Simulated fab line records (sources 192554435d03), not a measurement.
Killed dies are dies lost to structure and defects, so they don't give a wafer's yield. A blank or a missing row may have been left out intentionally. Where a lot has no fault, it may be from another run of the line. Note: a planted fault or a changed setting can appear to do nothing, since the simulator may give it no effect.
fab line records	flow n5_finfet
record lots=7	wafers=17	last_day=18
route steps=1938 shown BEOL_M8@1349 BEOL_M15@1830 PASSIVATION@1936
lots with no fault: from the same line, run without faults
start_h: the number of hours between the record's first day and the start of the first shown wafer of the lot	wait_h: hours elapsed since this lot's preceding step	" repeats the value in the row above	L1.1+2: a row that stands for several wafers	- no value, or no start was given	* or withheld: withheld	< > ~ a bound
route shown NAME@n: a module of which the file shows steps, and the number in the route of the first	usual: mean/standard deviation taken from wafers without a fault	same: alike in all rows	chamber/n: place in a boat	sites: per-site readings	_std_site: standard deviation across them	_edge_site: mean of outer sites minus mean of inner sites	radius_mm: how far each site lies from the wafer's centre	mask NAME#n: copy n	behind: tool/chamber where the wafer was last shaped	hold: the reason the lot was held/the length of the hold in hours/how it ended	device: the transistor (n, p or np) that didn't switch	end of line: the tests these same wafers got at the end of their route	a step with no rows: only its recipe	killed: at the first sort, the dies lost to defects and structure; wafer yield is something else	map: per-die view of a wafer (x killed, . not killed, _ where there is no die)
set.NAME: setting as actually run; set.NAME@STEP: the setting as run at that earlier step	model.NAME: the simulator's own value behind a step, which no gauge read
route steps across a sampled set of lots; one table per step, one row per wafer
services: from which hour (start_h, from the record's first day; less than 0 if before it) a tool's chamber was out of use, for how many hours, and why
## steps
# step N5_BEOL_M8_ETCH_61
# recipe chemistry=CF4	target=SiARC	target_depth_a=455	mask_material=CAR-ArF	time_s=75.8	ion_energy_ev=80	pressure_mtorr=40	source_w=545	bias_w=36	Ar_flow_sccm=100	cf4_flow_sccm=100	ends=cleared
# usual drypump_motor_current_A=5.7/0.43	etch_rf_on_time_s=74.9/2.3	oes_product_au=0.73/0.079	rf_vpp_V=184.4/0.98	showerhead_plenum_p_Torr=2.17/0.056	throttle_valve_pct=15.52/0.21
lot.wafer	tool	chamber	start_h	wait_h	drypump_motor_current_A	etch_rf_on_time_s	oes_product_au	rf_hours_counter_h	rf_vpp_V	showerhead_plenum_p_Torr	throttle_valve_pct
L325.1	rie_diel-04	2	268.97	0.0	5.9	76.5	0.66	143	183.6	2.24	15.76
L325.4	"	0	"	"	5.3	75.0	0.76	-	185.9	2.18	15.51
L325.5	"	1	"	"	5.4	74.9	0.82	-	186.2	2.19	15.33
L331.2	rie_diel-06	3	278.36	0.0	5.7	74.8	0.72	55	185.1	2.17	15.34
L331.4	"	3	"	"	5.7	74.5	0.71	-	185.7	2.17	15.34
L331.6	"	1	"	"	6.5	74.1	0.78	-	183.7	2.20	15.33
L334.3	rie_diel-04	1	308.06	0.0	5.4	74.6	0.78	22	185.1	2.18	15.36
L334.6	"	3	"	"	5.3	72.0	0.81	-	184.8	2.11	15.54
L338.4	rie_diel-04	2	335.16	0.0	5.8	76.5	0.65	166	184.5	2.23	15.83
L338.5	"	3	"	"	5.3	72.0	0.79	-	184.5	2.11	15.58
L342.3	rie_diel-04	3	344.28	0.0	5.3	71.1	0.79	25	184.9	2.10	15.57
L342.4	"	3	"	"	5.3	70.9	0.78	-	184.2	2.10	15.56
L344.2	rie_diel-05	2	350.62	0.0	5.7	74.0	0.62	188	185.7	2.22	15.77
L344.4	"	1	"	"	6.1	75.3	0.68	99	182.9	2.16	15.37
L343.4	rie_diel-06	3	355.68	0.0	5.7	74.6	0.70	80	185.0	2.16	15.38
L343.5	"	0	"	"	5.3	76.0	0.81	-	185.8	2.30	15.46
L343.6	"	1	"	"	6.5	72.5	0.75	-	184.1	2.19	15.38
# step N5_BEOL_M8_STRIP_67
# recipe chemistry=CF4	resist=SiARC	power_w=300	bias_power_w=75	pressure_mtorr=50	cf4_flow_sccm=150	rf_frequency_hz=6e+07
# usual drypump_motor_current_A=5.7/0.42	oes_product_au=0.84/0.084	rf_vpp_V=271.5/1.3	showerhead_plenum_p_Torr=1.82/0.05	throttle_valve_pct=13.49/0.22
lot.wafer	tool	chamber	start_h	wait_h	drypump_motor_current_A	oes_product_au	rf_hours_counter_h	rf_vpp_V	showerhead_plenum_p_Torr	throttle_valve_pct
L325.1	rie_diel-04	2	269.18	0.0	5.8	0.78	143	273.9	1.88	13.79
L325.4	"	0	"	"	5.3	0.89	-	272.1	1.82	13.40
L325.5	"	1	"	"	5.4	0.94	-	273.9	1.85	13.35
L331.2	rie_diel-06	3	278.56	0.0	5.7	0.82	55	272.7	1.83	13.32
L331.4	"	3	"	"	5.7	0.83	-	271.9	1.83	13.35
L331.6	"	1	"	"	6.5	0.89	-	270.5	1.85	13.32
L334.3	rie_diel-04	1	308.27	0.0	5.4	0.91	22	271.1	1.84	13.36
L334.6	"	3	"	"	5.3	0.91	-	271.6	1.78	13.51
L338.4	rie_diel-04	2	335.37	0.0	5.9	0.76	-	272.7	1.88	13.81
L338.5	"	3	"	"	5.4	0.89	-	269.9	1.77	13.51
L342.3	rie_diel-04	3	344.48	0.0	5.3	0.88	25	269.8	1.77	13.53
L342.4	"	3	"	"	5.3	0.89	-	271.0	1.77	13.53
L344.2	rie_diel-05	2	350.83	0.0	5.7	0.72	189	271.7	1.87	13.82
L344.4	"	1	"	"	6.1	0.79	100	271.6	1.82	13.38
L343.4	rie_diel-06	3	355.88	0.0	5.7	0.80	80	272.3	1.82	13.39
L343.5	"	0	"	"	5.3	0.95	-	273.7	1.91	13.34
L343.6	"	1	"	"	6.5	0.85	-	270.6	1.84	13.35
# step N5_BEOL_M8_ETCH_65
# recipe chemistry=CF4	target=SiARC	target_depth_a=156	mask_material=CAR-EUV	time_s=26	ion_energy_ev=80	pressure_mtorr=40	source_w=545	bias_w=36	Ar_flow_sccm=100	cf4_flow_sccm=100	ends=cleared
# usual drypump_motor_current_A=5.7/0.41	etch_rf_on_time_s=25.7/0.77	oes_product_au=0.72/0.074	rf_vpp_V=184.4/1	showerhead_plenum_p_Torr=2.17/0.052	throttle_valve_pct=15.54/0.21
lot.wafer	tool	chamber	start_h	wait_h	drypump_motor_current_A	etch_rf_on_time_s	oes_product_au	rf_hours_counter_h	rf_vpp_V	showerhead_plenum_p_Torr	throttle_valve_pct
L325.1	rie_diel-05	2	271.37	0.0	5.8	25.7	0.64	156	184.3	2.23	15.70
L325.4	"	0	"	"	5.4	27.3	0.72	-	184.5	2.09	15.46
L325.5	"	2	"	"	5.8	25.8	0.64	-	184.4	2.23	15.71
L331.2	rie_diel-05	1	279.68	0.0	6.1	25.5	0.71	69	183.8	2.18	15.32
L331.4	"	0	"	"	5.4	27.4	0.71	-	182.4	2.09	15.46
L331.6	"	2	"	"	5.7	25.9	0.63	-	185.4	2.23	15.72
L334.3	rie_diel-05	1	309.26	0.0	6.1	25.9	0.70	83	183.2	2.17	15.37
L334.6	"	0	"	"	5.3	28.0	0.69	-	182.2	2.08	15.49
L338.4	rie_diel-05	1	336.19	0.0	6.1	25.7	0.69	93	183.9	2.17	15.38
L338.5	"	3	"	"	6.1	25.0	0.84	-	183.3	2.10	15.37
L342.3	rie_diel-05	2	346.20	0.0	5.7	25.1	0.63	187	183.5	2.22	15.77
L342.4	"	0	"	"	5.4	27.5	0.68	75	184.1	2.08	15.53
L344.2	rie_diel-06	0	352.74	0.0	5.3	26.0	0.82	11	187.1	2.30	15.47
L344.4	"	1	"	"	6.5	25.0	0.75	58	184.6	2.19	15.38
L343.4	rie_diel-04	0	358.55	0.0	5.3	25.5	0.73	52	183.1	2.17	15.55
L343.5	"	1	"	"	5.4	25.5	0.75	-	184.7	2.17	15.40
L343.6	"	0	"	"	5.3	25.5	0.74	-	183.7	2.17	15.55
# step N5_BEOL_M8_TRENCH_ETCH_37
# recipe chemistry=C4F6/O2	target_depth_a=934.78	target=SiCOH_lowk	time_s=31.2	ion_energy_ev=250	pressure_mtorr=30	source_w=345	bias_w=185	Ar_flow_sccm=300	C4F6_flow_sccm=10	O2_flow_sccm=10
# usual drypump_motor_current_A=5.7/0.41	oes_product_au=0.84/0.085	rf_vpp_V=671/28	run_length_s=54.5/0.38	showerhead_plenum_p_Torr=2.88/0.066	throttle_valve_pct=20.83/0.2
lot.wafer	tool	chamber	start_h	wait_h	drypump_motor_current_A	oes_product_au	rf_hours_counter_h	rf_vpp_V	run_length_s	showerhead_plenum_p_Torr	throttle_valve_pct
L325.1	rie_diel-05	2	271.59	-	5.7	0.74	156	690	54.6	2.94	20.85
L325.4	"	0	"	"	5.4	0.84	-	680	54.2	2.78	20.88
L325.5	"	2	"	"	5.6	0.74	-	687	54.4	2.94	20.86
L331.2	rie_diel-05	1	279.90	-	6.1	0.84	70	665	54.5	2.89	20.64
L331.4	"	0	"	"	5.3	0.85	-	680	53.7	2.78	20.88
L331.6	"	2	"	"	5.7	0.74	-	688	54.4	2.94	20.84
L334.3	rie_diel-05	1	309.48	-	6.1	0.82	84	665	48.6	2.88	20.66
L334.6	"	0	"	"	5.4	0.83	-	680	53.7	2.78	20.89
L338.4	rie_diel-05	1	336.41	-	6.1	0.81	93	665	48.0	2.88	20.67
L338.5	"	3	"	"	6.1	0.99	-	667	55.2	2.79	20.71
L342.3	rie_diel-05	2	346.42	-	5.7	0.73	187	688	48.0	2.92	20.89
L342.4	"	0	"	"	5.4	0.81	75	677	47.2	2.77	20.93
L344.2	rie_diel-06	0	352.96	-	5.3	0.97	11	649	55.0	3.08	21.01
L344.4	"	1	"	"	6.5	0.87	58	689	54.3	2.90	20.68
L343.4	rie_diel-04	0	358.77	-	5.3	0.86	52	694	54.6	2.91	20.99
L343.5	"	1	"	"	5.4	0.88	-	657	54.5	2.87	20.62
L343.6	"	0	"	"	5.3	0.86	-	695	54.7	2.91	20.98
# step N5_BEOL_M8_OCD_MEAS_38
# usual trench_depth_nm=94.5/1.8
lot.wafer	tool	chamber	start_h	wait_h	trench_depth_nm
L325.1	ocd-01	-	271.75	-	93.8
L325.4	"	-	"	"	90.0
L325.5	"	-	"	"	93.9
L331.2	ocd-01	-	280.06	-	95.6
L331.4	"	-	"	"	91.6
L331.6	"	-	"	"	94.6
L334.3	ocd-02	-	309.64	-	74.8
L334.6	"	-	"	"	90.0
L338.4	ocd-02	-	336.58	-	74.8
L338.5	"	-	"	"	96.9
L342.3	ocd-01	-	346.58	-	75.7
L342.4	"	-	"	"	72.2
L344.2	ocd-01	-	353.12	-	94.7
L344.4	"	-	"	"	97.4
L343.4	ocd-02	-	358.94	-	95.2
L343.5	"	-	"	"	95.5
L343.6	"	-	"	"	96.2
# step N5_BEOL_M8_THK_MEAS_53
# recipe thk_meas_gauge=xrf	reads=Cu_of_BEOL_M8_ECD_50
# usual M8_THK=80.9/2.1
lot.wafer	tool	chamber	start_h	wait_h	M8_THK[nm]
L325.1	film_metro-02	-	274.86	-	82.4
L325.4	"	-	"	"	76.7
L325.5	"	-	"	"	81.8
L331.2	film_metro-01	-	282.58	-	83.2
L331.4	"	-	"	"	77.6
L331.6	"	-	"	"	82.5
L334.3	film_metro-01	-	313.61	-	63.1
L334.6	"	-	"	"	76.7
L338.4	film_metro-02	-	338.86	-	59.0
L338.5	"	-	"	"	82.1
L342.3	film_metro-01	-	350.76	-	61.0
L342.4	"	-	"	"	60.4
L344.2	film_metro-02	-	355.91	-	82.1
L344.4	"	-	"	"	83.1
L343.4	film_metro-01	-	361.95	-	81.5
L343.5	"	-	"	"	82.4
L343.6	"	-	"	"	81.7
# step N5_BEOL_M8_RS_MEAS_57
# recipe thk_meas_gauge=four-point-probe	reads=Cu_of_BEOL_M8_ECD_50+Co_of_BEOL_M8_CVD_78+TaN_of_BEOL_M8_ALD_77
# usual M8_RS=0.282/0.0086
lot.wafer	tool	chamber	start_h	wait_h	M8_RS[ohm/sq]
L325.1	film_metro-02	-	274.99	0.1	0.274
L325.4	"	-	"	"	0.300
L325.5	"	-	"	"	0.277
L331.2	film_metro-01	-	282.71	0.1	0.275
L331.4	"	-	"	"	0.300
L331.6	"	-	"	"	0.277
L334.3	film_metro-01	-	313.74	0.1	0.380
L334.6	"	-	"	"	0.301
L338.4	film_metro-02	-	338.99	0.0	0.411
L338.5	"	-	"	"	0.275
L342.3	film_metro-02	-	350.89	0.1	0.388
L342.4	"	-	"	"	0.394
L344.2	film_metro-01	-	356.04	0.1	0.278
L344.4	"	-	"	"	0.274
L343.4	film_metro-02	-	362.08	0.0	0.277
L343.5	"	-	"	"	0.273
L343.6	"	-	"	"	0.277
# step N5_BEOL_M15_RC_MEAS_101
# usual COMB_M10=1.5e-11/3e-12	COMB_M11=1.5e-11/2.9e-12	COMB_M12=6.4e-12/1.4e-12	COMB_M13=4.9e-12/1e-12	COMB_M13_max_site=6.9e-12/1.6e-12	COMB_M14=3.8e-12/9.5e-13	COMB_M15=2.7e-12/7.1e-13	COMB_M5=3.7e-11/6.9e-12	COMB_M6=2.6e-11/5.1e-12	COMB_M7=2.5e-11/4.9e-12	COMB_M9=1.5e-11/3.1e-12	SERP_M10=3.01/0.094	SERP_M11=3.08/0.13	SERP_M12=0.625/0.023	SERP_M13=0.311/0.0091	SERP_M14=0.160/0.0054	SERP_M5=39.5/2.5	SERP_M6=13.4/0.63	SERP_M7=13.6/0.69	SERP_M8=13.5/0.64	SERP_M8_max_site=14.1/0.67	SERP_M9=3.11/0.13
lot.wafer	tool	chamber	start_h	wait_h	COMB_M10[S/m]	COMB_M11[S/m]	COMB_M12[S/m]	COMB_M13[S/m]	COMB_M13_max_site[S/m]	COMB_M14[S/m]	COMB_M15[S/m]	COMB_M5[S/m]	COMB_M6[S/m]	COMB_M7[S/m]	COMB_M9[S/m]	SERP_M10[ohm/um]	SERP_M11[ohm/um]	SERP_M12[ohm/um]	SERP_M13[ohm/um]	SERP_M14[ohm/um]	SERP_M5[ohm/um]	SERP_M6[ohm/um]	SERP_M7[ohm/um]	SERP_M8[ohm/um]	SERP_M8_max_site[ohm/um]	SERP_M9[ohm/um]
L325.1	prober-02	0	324.12	0.0	1.4e-11	1.17e-11	7.1e-12	7.2e-12	1.03e-11	4.1e-12	3.6e-12	4.1e-11	1.8e-11	2.5e-11	1.4e-11	3.08	3.14	0.647	0.310	0.159	43.2	14.3	14.7	13.5	13.9	3.07
L325.4	"	0	"	"	1.4e-11	1.21e-11	8.7e-12	5.2e-12	5.8e-12	4.7e-12	3.3e-12	3.7e-11	3.4e-11	2.7e-11	1.1e-11	3.21	3.15	0.678	0.291	0.153	37.7	14.7	14.0	14.4	14.7	3.05
L325.5	"	0	"	"	1.2e-11	1.25e-11	6.3e-12	6.5e-12	1.35e-11	4.9e-12	3.3e-12	4.4e-11	2.1e-11	2.1e-11	1.1e-11	3.15	3.15	0.641	0.308	0.159	39.1	13.2	14.5	12.6	13.4	3.14
L331.2	prober-02	0	333.96	0.2	1.3e-11	1.33e-11	6.7e-12	5.8e-12	6.4e-12	3.9e-12	2.6e-12	3e-11	2.2e-11	3.6e-11	2.2e-11	3.25	3.18	0.636	0.310	0.161	40.1	13.7	13.2	13.3	13.7	3.24
L331.4	"	0	"	"	1.2e-11	1.29e-11	6.3e-12	5.8e-12	8e-12	3.8e-12	3e-12	3.7e-11	2.6e-11	2.2e-11	1.6e-11	3.05	3.21	0.634	0.302	0.164	45.1	13.2	13.5	14.2	15.2	3.33
L331.6	"	0	"	"	1.9e-11	9e-12	6.8e-12	5.1e-12	8.5e-12	4.8e-12	3.4e-12	2.1e-11	3e-11	2.3e-11	1.4e-11	3.19	2.76	0.641	0.309	0.163	41.9	12.9	13.1	13.1	13.5	2.91
L334.3	prober-01	0	364.26	0.3	1.8e-11	1.44e-11	5.1e-12	4.7e-12	7e-12	2e-12	2.3e-12	3.4e-11	3.5e-11	3e-11	1.3e-11	3.03	2.97	0.615	0.318	0.157	39.3	12.9	13.7	19.1	19.7	3.19
L334.6	"	0	"	"	1.6e-11	1.72e-11	5.7e-12	4.9e-12	5.7e-12	2.5e-12	1.6e-12	4e-11	3e-11	2.1e-11	2e-11	3.04	3.05	0.674	0.321	0.156	38.5	13.0	14.3	14.8	15.5	3.21
L338.4	prober-01	0	387.31	1.0	1.4e-11	1.52e-11	4.8e-12	3.9e-12	6.5e-12	3.1e-12	2.4e-12	3.1e-11	1.7e-11	2.9e-11	1e-11	3.16	3.25	0.611	0.306	0.164	38.3	12.6	13.4	19.6	20.0	3.17
L338.5	"	0	"	"	1.2e-11	1.52e-11	4e-12	3.9e-12	6.9e-12	3.2e-12	2e-12	3.9e-11	2.3e-11	2.4e-11	9e-12	2.95	3.16	0.588	0.310	0.162	42.9	13.1	14.2	13.3	13.8	3.11
L342.3	prober-01	0	405.02	0.3	1.7e-11	1.45e-11	1.06e-11	4.8e-12	6.4e-12	3.2e-12	2e-12	3.5e-11	3.2e-11	1.7e-11	1.5e-11	2.95	3.01	0.633	0.308	0.166	39.6	12.6	13.0	18.5	19.1	3.12
L342.4	"	0	"	"	1.2e-11	1.54e-11	6.2e-12	5e-12	6.1e-12	2.7e-12	2.7e-12	3.3e-11	2.6e-11	2.9e-11	1.5e-11	2.99	3.18	0.600	0.309	0.158	38.7	12.9	14.4	17.9	18.7	3.33
L343.4	prober-02	0	415.10	0.5	1.3e-11	2.15e-11	5.6e-12	6e-12	7.7e-12	3.7e-12	3.4e-12	4e-11	2.6e-11	2.6e-11	1.2e-11	3.14	2.97	0.592	0.313	0.170	37.3	13.0	12.8	14.2	14.6	3.27
L343.5	"	0	"	"	1.9e-11	1.37e-11	5.8e-12	5.2e-12	6.3e-12	5.2e-12	4e-12	2.4e-11	2.6e-11	2.5e-11	1.6e-11	3.01	3.07	0.594	0.311	0.158	41.2	13.4	13.0	14.1	14.3	3.19
L343.6	"	0	"	"	1.9e-11	1.62e-11	4.9e-12	4.8e-12	5.9e-12	3.6e-12	3.6e-12	3.1e-11	3.5e-11	2.4e-11	1.9e-11	3.05	3.20	0.628	0.312	0.170	38.8	13.1	13.5	14.0	14.9	3.20
L344.2	prober-02	0	422.49	0.2	1.4e-11	1.53e-11	6.1e-12	5.4e-12	9.7e-12	4.8e-12	2.9e-12	3.6e-11	2.9e-11	3e-11	1.3e-11	2.93	3.05	0.609	0.290	0.166	41.6	13.6	14.4	13.4	14.0	3.05
L344.4	"	0	"	"	1.3e-11	1.64e-11	6.6e-12	5.4e-12	7.2e-12	3.3e-12	3.2e-12	4.2e-11	2.5e-11	3.8e-11	1.3e-11	3.13	2.77	0.620	0.304	0.163	42.2	13.4	15.0	12.7	13.2	3.33
# sites SERP_M8 radius_mm=0,75,75,75,75,140,140,140,140
L325.1 13.9 13.5 13.5 13.3 13.9 13.5 13.8 13.2 13.6
L331.2 13.3 13.6 13.3 13.7 13.4 12.9 12.8 12.8 12.8
L334.3 18.7 19.4 19.5 19.4 19.7 17.8 18.7 19.1 18.7
L338.4 20.0 19.1 19.7 19.6 19.6 19.0 19.7 19.0 19.0
L342.3 18.5 18.6 19.1 18.6 18.8 17.5 18.0 17.5 17.4
L343.4 13.2 14.2 13.5 14.2 14.0 14.2 13.9 14.6 14.6
L344.2 13.3 14.0 13.6 13.4 13.5 13.9 13.1 13.4 13.4
# step N5_PASSIVATION_PROBE_49
# usual defect_limited_yield=91.1/1.3	killed_at_M0_to_M3=32/9.7	killed_at_M4_up=16/6	killed_at_contacts=12/5.9	killed_at_front_end=41/11	killed_at_other=4/3.1	killed_dies=104/16	killed_open=68/12	killed_short=34/7.4	sort_bin_5_function=5.1/0.85	sort_bin_6_memory=3.3/0.66	sort_bin_8_speed=0.1/0.53	sort_n_pass=1075/16
# same gross_dies=1180	killed_at_back_side=0	sort_bin_4_leakage[%]=0
lot.wafer	tool	chamber	start_h	wait_h	defect_limited_yield[%]	killed_at_M0_to_M3	killed_at_M4_up	killed_at_contacts	killed_at_front_end	killed_at_other	killed_dies	killed_open	killed_short	sort_bin_5_function[%]	sort_bin_6_memory[%]	sort_bin_8_speed[%]	sort_n_pass
L325.1	prober-02	-	341.58	0.0	90.0	45	18	8	46	1	118	65	45	5.7	3.3	0	1062
L325.4	prober-02	-	341.73	0.2	90.1	39	17	8	44	9	117	76	41	6.0	3.7	0	1063
L325.5	prober-02	-	341.78	0.2	92.1	31	12	3	42	5	93	58	35	4.2	3.6	0	1087
L331.2	prober-02	-	346.97	0.1	93.5	25	11	7	31	3	77	47	21	2.9	2.9	0	1103
L331.4	prober-02	-	347.07	0.2	91.8	36	12	16	29	4	97	72	23	4.7	3.0	0	1083
L331.6	prober-02	-	347.17	0.3	92.5	29	15	12	30	2	88	56	32	4.8	2.3	0	1092
L334.3	prober-02	-	377.01	0.1	90.3	37	29	10	35	3	114	78	35	5.0	3.8	0.1	1066
L334.6	prober-02	-	377.16	0.3	92.2	25	23	18	26	0	92	67	24	4.9	2.5	0	1088
L338.4	prober-01	-	400.09	0.2	94.2	16	13	5	31	3	68	41	26	3.6	2.1	0	1112
L338.5	prober-01	-	400.14	0.2	92.5	29	22	6	28	4	89	52	37	4.7	2.6	0	1091
L342.3	prober-02	-	418.30	0.1	90.8	37	10	7	53	2	109	59	36	4.5	3.3	0	1071
L342.4	prober-02	-	418.35	0.2	92.5	25	22	2	36	3	88	51	32	4.4	2.5	0.2	1092
L343.4	prober-01	-	430.62	0.2	91.5	35	13	8	32	12	100	60	34	4.9	2.9	0	1080
L343.5	prober-01	-	430.67	0.2	89.9	36	20	7	49	7	119	68	43	4.9	3.8	0	1061
L343.6	prober-01	-	430.72	0.3	90.7	30	25	10	35	10	110	77	32	5.3	3.8	0	1070
L344.2	prober-02	-	442.78	0.6	89.1	38	13	13	60	5	129	87	34	6.8	3.1	0	1051
L344.4	prober-02	-	442.88	0.7	91.1	40	9	8	48	0	105	60	43	5.1	3.5	0	1075
# killed by level:class
L325.1 BEOL_M2:geometric_particle:open=12 BEOL_M0_SAQP:geometric_particle:short=8 FIN_SAQP:geometric_particle:open=7 BEOL_M4:geometric_particle:open=7 HKMG_FIN:area_etch=7 FIN_SAQP:geometric_particle:short=6 DUMMY_GATE:geometric_particle:open=6 MOL_CONTACT_COAG:geometric_particle:open=6
L325.4 BEOL_M0_SAQP:geometric_particle:short=10 BEOL_M2:geometric_particle:open=10 STI_FIN_REVEAL:geometric_particle:open=9 BEOL_M0_SAQP:geometric_particle:open=9 FIN_SAQP:geometric_particle:open=8 BEOL_M4:geometric_particle:open=7 GATE_CUT:geometric_particle:short=6 FIN_SAQP:geometric_particle:short=5
L325.5 FIN_SAQP:geometric_particle:open=12 FIN_SAQP:geometric_particle:short=11 BEOL_M1:geometric_particle:open=8 BEOL_M0_SAQP:geometric_particle:short=7 BEOL_M2:geometric_particle:open=6 BEOL_M5:geometric_particle:open=5 STARTING-WAFER:geometric_particle:short=5 BEOL_M0_SAQP:geometric_particle:open=4
L331.2 BEOL_M1:geometric_particle:open=8 HKMG_FIN:area_etch=6 STI_FIN_REVEAL:geometric_particle:open=5 MOL_CONTACT_COAG:geometric_particle:open=5 BEOL_M0:geometric_particle:open=5 STI_FIN_REVEAL:geometric_particle:short=3 GATE_CUT:geometric_particle:open=3 BEOL_M1:geometric_particle:short=3
L331.4 STI_FIN_REVEAL:geometric_particle:open=16 MOL_CONTACT_COAG:geometric_particle:open=15 BEOL_M0_SAQP:geometric_particle:open=9 BEOL_M0_SAQP:geometric_particle:short=7 BEOL_M3:geometric_particle:open=7 BEOL_M4:geometric_particle:open=5 FIN_SAQP:geometric_particle:short=4 BEOL_M1:geometric_particle:open=4
L331.6 MOL_CONTACT_COAG:geometric_particle:open=11 BEOL_M0_SAQP:geometric_particle:short=9 STI_FIN_REVEAL:geometric_particle:open=7 BEOL_M8:geometric_particle:open=7 FIN_SAQP:geometric_particle:short=6 GATE_CUT:geometric_particle:short=6 BEOL_M3:geometric_particle:open=6 BEOL_M1:geometric_particle:open=5
L334.3 BEOL_M4:geometric_particle:open=15 STI_FIN_REVEAL:geometric_particle:open=14 BEOL_M1:geometric_particle:open=12 MOL_CONTACT_COAG:geometric_particle:open=7 BEOL_M4:geometric_particle:short=7 BEOL_M3:geometric_particle:open=7 DUMMY_GATE:geometric_particle:open=5 FIN_SAQP:geometric_particle:short=4
L334.6 MOL_CONTACT_COAG:geometric_particle:open=14 BEOL_M4:geometric_particle:open=12 STI_FIN_REVEAL:geometric_particle:open=8 BEOL_M2:geometric_particle:open=8 BEOL_M1:geometric_particle:open=5 BEOL_M3:geometric_particle:open=5 MOL_CONTACT_COAG:geometric_particle:short=4 BEOL_M0_SAQP:geometric_particle:short=4
L338.4 FIN_SAQP:geometric_particle:short=9 DUMMY_GATE:geometric_particle:open=7 MOL_CONTACT_COAG:geometric_particle:open=4 BEOL_M3:geometric_particle:open=4 GATE_CUT:geometric_particle:short=3 BEOL_M1:geometric_particle:open=3 BEOL_M3:geometric_particle:short=3 BEOL_M5:geometric_particle:open=3
L338.5 BEOL_M4:geometric_particle:open=10 FIN_SAQP:geometric_particle:short=9 BEOL_M0_SAQP:geometric_particle:short=6 BEOL_M0_SAQP:geometric_particle:open=6 BEOL_M3:geometric_particle:open=6 MOL_CONTACT_COAG:geometric_particle:open=5 FIN_SAQP:geometric_particle:open=3 STI_FIN_REVEAL:geometric_particle:open=3
L342.3 HKMG_FIN:area_etch=13 FIN_SAQP:geometric_particle:short=8 STI_FIN_REVEAL:geometric_particle:open=8 FIN_SAQP:geometric_particle:open=7 BEOL_M1:geometric_particle:open=7 BEOL_M2:geometric_particle:open=7 BEOL_M1:geometric_particle:short=6 MOL_CONTACT_COAG:geometric_particle:open=6
L342.4 BEOL_M4:geometric_particle:open=10 FIN_SAQP:geometric_particle:short=7 BEOL_M0_SAQP:geometric_particle:short=7 BEOL_M1:geometric_particle:open=7 GATE_CUT:geometric_particle:open=5 GATE_CUT:geometric_particle:short=5 BEOL_M2:geometric_particle:open=5 FIN_SAQP:geometric_particle:open=4
L343.4 BEOL_M3:geometric_particle:open=11 FIN_SAQP:geometric_particle:open=8 MOL_CONTACT_COAG:geometric_particle:open=7 BEOL_M0_SAQP:geometric_particle:short=6 BEOL_M4:geometric_particle:open=6 HKMG_FIN:area_etch=6 FIN_SAQP:geometric_particle:short=4 BEOL_M0_SAQP:geometric_particle:open=4
L343.5 FIN_SAQP:geometric_particle:short=10 BEOL_M3:geometric_particle:open=9 STI_FIN_REVEAL:geometric_particle:open=8 BEOL_M4:geometric_particle:open=8 HKMG_FIN:area_etch=8 BEOL_M2:geometric_particle:short=6 BEOL_M0_SAQP:geometric_particle:short=5 DUMMY_GATE:geometric_particle:open=5
L343.6 FIN_SAQP:geometric_particle:short=13 BEOL_M4:geometric_particle:open=12 MOL_CONTACT_COAG:geometric_particle:open=10 BEOL_M3:geometric_particle:open=9 BEOL_M2:geometric_particle:open=7 BEOL_M0_SAQP:geometric_particle:short=6 FIN_SAQP:geometric_particle:open=5 STARTING-WAFER:geometric_particle:open=5
L344.2 FIN_SAQP:geometric_particle:open=18 FIN_SAQP:geometric_particle:short=14 MOL_CONTACT_COAG:geometric_particle:open=11 STI_FIN_REVEAL:geometric_particle:open=8 BEOL_M0_SAQP:geometric_particle:open=8 HKMG_FIN:area_etch=8 BEOL_M1:geometric_particle:open=7 BEOL_M3:geometric_particle:open=7
L344.4 STI_FIN_REVEAL:geometric_particle:open=12 BEOL_M0_SAQP:geometric_particle:short=12 FIN_SAQP:geometric_particle:short=9 FIN_SAQP:geometric_particle:open=9 BEOL_M1:geometric_particle:open=8 DUMMY_GATE:geometric_particle:open=6 MOL_CONTACT_COAG:geometric_particle:open=6 BEOL_M2:geometric_particle:open=5
## services
tool	chamber	start_h	hours	kind
rie_diel-04	3	250.90	-	clean
rie_diel-04	3	250.90	-	consumable_replace:focus_ring
rie_diel-04	3	250.90	25.0	scheduled_down
rie_diel-04	3	250.90	25.0	vent_cycle
rie_diel-04	1	252.29	3.0	repair
rie_diel-06	2	275.94	2.5	repair
rie_diel-05	3	283.73	-	clean
rie_diel-05	3	283.73	-	consumable_replace:focus_ring
rie_diel-05	3	283.73	26.2	scheduled_down
rie_diel-05	3	283.73	26.2	vent_cycle
rie_diel-06	0	300.33	-	clean
rie_diel-06	0	300.33	-	consumable_replace:focus_ring
rie_diel-06	0	300.33	-	consumable_replace:showerhead
## key
first_sign step=N5_BEOL_M8_TRENCH_ETCH_37	reading=run_length_s	direction=down	sigmas=17	usual=*	struck=*
effect step=N5_BEOL_M8_OCD_MEAS_38	reading=trench_depth_nm	direction=down	sigmas=11	usual=94.5	struck=74.4
effect step=N5_BEOL_M8_THK_MEAS_53	reading=M8_THK	direction=down	sigmas=9.3	usual=80.9	struck=60.9
effect step=N5_BEOL_M8_RS_MEAS_57	reading=M8_RS	direction=up	sigmas=13	usual=0.282	struck=0.393
effect step=N5_BEOL_M15_RC_MEAS_101	reading=SERP_M8	direction=up	sigmas=8.3	usual=13.5	struck=18.8
met_at N5_BEOL_M8_TRENCH_ETCH_37
struck_lots L334,L338,L342
struck_wafers L334.3,L338.4,L342.3,L342.4
baseline_loss step=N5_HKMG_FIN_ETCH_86	wafers=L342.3
not_acting_at N5_BEOL_M8_ETCH_61,N5_BEOL_M8_STRIP_67,N5_BEOL_M8_ETCH_65
onset_between 279.90 309.48
fault kind=process_parameter_drift	tool=rie_diel-05	chamber=-	onset_h=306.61	steps=N5_BEOL_M8_TRENCH_ETCH_37	channel=time_s	offset=*	shape=step	end_h=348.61	scope=struck_wafers_only	acts_in=*	stated=*
# baseline_loss: these wafers lose ten dies or more at that step, a loss of the line's own and not of a fault; the sort's usual values leave them out
